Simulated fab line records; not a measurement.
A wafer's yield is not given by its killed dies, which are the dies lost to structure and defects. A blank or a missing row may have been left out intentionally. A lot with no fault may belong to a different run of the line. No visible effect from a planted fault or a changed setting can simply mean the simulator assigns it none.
3 desks, one fault | flow n5-finfet | each desk has only its own numbers; what lay behind them comes last

== METROLOGY DESK ==
What the gauges read for every lot (on any tool): the sampled wafers with a number, averaged. Any lot whose mean is over 4 standard deviations away from the usual mean is out of limits and marked OUT; that distance is given in the brackets. Shown here are 7 of its 12 readings, the ones lying furthest out on some lot.
Columns: A = cd-nm at N5_PMOS_HMC_CHANNEL_EPI_CD_MEAS_09, usual 236.7 nm; B = PMOS_HMC_BLK_OVL at N5_PMOS_HMC_CHANNEL_EPI_OVL_MEAS_10, usual -0.1 nm; C = DIBL_P at N5_BEOL_M4_RC_MEAS_101, usual 37.0 mV/V; D = ION_P at N5_BEOL_M4_RC_MEAS_101, usual 462 uA/um; E = SS_N at N5_BEOL_M4_RC_MEAS_101, usual 71.7 mV/dec; F = SS_P at N5_BEOL_M4_RC_MEAS_101, usual 73.4 mV/dec; G = VT_P at N5_BEOL_M4_RC_MEAS_101, usual -250 mV
lot  | first seen here | A     | B    | C    | D   | E    | F    | G
L667 | day 1 16:54     | 236.3 | -0.3 | 38.8 | 460 | 71.6 | 73.7 | -251
L669 | day 2 05:02     | 237.2 | 0.5  | 37.1 | 459 | 72.2 | 73.4 | -254
L672 | day 3 00:01     | 236.9 | 0.7  | 36.1 | 453 | 71.5 | 73.0 | -254
L673 | day 3 05:44     | 236.6 | 0.5  | 38.0 | 461 | 72.3 | 73.7 | -251
L678 | day 4 11:03     | 235.3 | 0.2  | 37.3 | 467 | 71.7 | 73.5 | -250
L681 | day 5 05:25     | 237.1 | -1.9 | 37.7 | 459 | 71.7 | 74.3 | -254
L687 | day 6 17:17     | 237.2 | -0.5 | 33.7 | 461 | 71.0 | 73.1 | -251
L688 | day 6 23:31     | 236.7 | -0.5 | 36.9 | 468 | 71.5 | 73.5 | -248
L689 | day 7 04:52     | 235.0 | 1.2  | 37.9 | 465 | 71.9 | 73.2 | -252
L690 | day 7 11:14     | 236.2 | 0.3  | 35.8 | 458 | 71.8 | 73.3 | -253
This desk's verdict: no lot among the 10 shows anything out of limits.

== AT THE TOOL OWNER'S DESK: rtp-anneal-01 ==
At N5_WELL_APT_RTA_34 (time 10 s), the tool's own readings, given per lot that ran on this tool as the mean of the sampled wafers with a number. Any lot whose mean is over 4 standard deviations away from the usual mean is out of limits and marked OUT; that distance is given in the brackets. Of its 9 readings 7 are shown: the one that was out of limits first, and those that lie furthest out on some lot.
Columns: A = lamp-power-pct at N5_WELL_APT_RTA_34, usual 13.00 %; B = lamp_zone_1_pct at N5_WELL_APT_RTA_34, usual 12.99 %; C = lamp_zone_2_pct at N5_WELL_APT_RTA_34, usual 12.992 %; D = lamp_zone_3_pct at N5_WELL_APT_RTA_34, usual 12.996 %; E = lamp_zone_4_pct at N5_WELL_APT_RTA_34, usual 12.993 %; F = lamp_zone_5_pct at N5_WELL_APT_RTA_34, usual 12.996 %; G = lamp_zone_7_pct at N5_WELL_APT_RTA_34, usual 13.423 %
lot  | first seen here | A               | B               | C                | D                | E                | F                | G
L667 | day 1 15:38     | 13.00           | 12.98           | 12.971           | 12.973           | 12.996           | 13.002           | 13.450
L672 | day 2 22:49     | 13.03           | 13.00           | 12.993           | 13.004           | 12.979           | 13.010           | 13.403
L673 | day 3 04:24     | 13.04           | 12.99           | 12.959           | 13.009           | 12.976           | 12.990           | 13.433
L681 | day 5 04:05     | 12.95           | 13.00           | 12.995           | 13.023           | 12.995           | 13.015           | 13.424
L687 | day 6 15:58     | 14.10 (+20) OUT | 14.11 (+35) OUT | 14.089 (+41) OUT | 14.105 (+40) OUT | 14.070 (+40) OUT | 14.120 (+39) OUT | 14.561 (+41) OUT
L688 | day 6 22:20     | 14.11 (+21) OUT | 14.12 (+35) OUT | 14.092 (+41) OUT | 14.097 (+39) OUT | 14.118 (+42) OUT | 14.084 (+38) OUT | 14.544 (+40) OUT
This desk's verdict: out of limits on L687, L688, starting with L687 at day 6 15:58 (lamp-power-pct at N5_WELL_APT_RTA_34). L667, L672, L673, L681: within limits.

== THE DEFECT DESK ==
Counts from the inspections along the route, per lot, as means over the sampled wafers that have a number. Any lot whose mean is over 4 standard deviations away from the usual mean is out of limits and marked OUT; that distance is given in the brackets.
Columns: A = raw-defect-count at N5_WELL_APT_INSPECT_27, usual 2.1
lot  | first seen here | A
L667 | day 1 14:44     | 1.3
L669 | day 2 03:01     | 2.7
L672 | day 2 21:40     | 4.0
L673 | day 3 03:36     | 3.0
L678 | day 4 08:53     | 2.3
L681 | day 5 03:17     | 3.7
L687 | day 6 15:10     | 1.3
L688 | day 6 21:06     | 1.7
L689 | day 7 02:52     | 1.0
L690 | day 7 08:45     | 3.0
This desk's verdict: no lot among the 10 shows anything out of limits.

== TAKEN TOGETHER ==
On L687, L688, at day 6 15:58, an alarm was possible from the tool owner's desk.
The metrology desk saw nothing out of limits.
Nothing the defect desk looked at was out of limits.
The metrology desk holds a record of L687, L688, inside its limits.
The defect desk has L687, L688 on record, within its limits.
On rtp-anneal-01, each named lot ran N5_WELL_APT_RTA_34.

== WHAT WAS PUT IN BY THE SIMULATOR ==
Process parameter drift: rtp-anneal-01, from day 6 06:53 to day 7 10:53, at N5_WELL_APT_RTA_34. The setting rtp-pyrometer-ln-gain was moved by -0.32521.
Struck lots among those shown: L687, L688.
Hours from the fault's start to each desk's first reading out of limits: the tool owner's desk, 9.
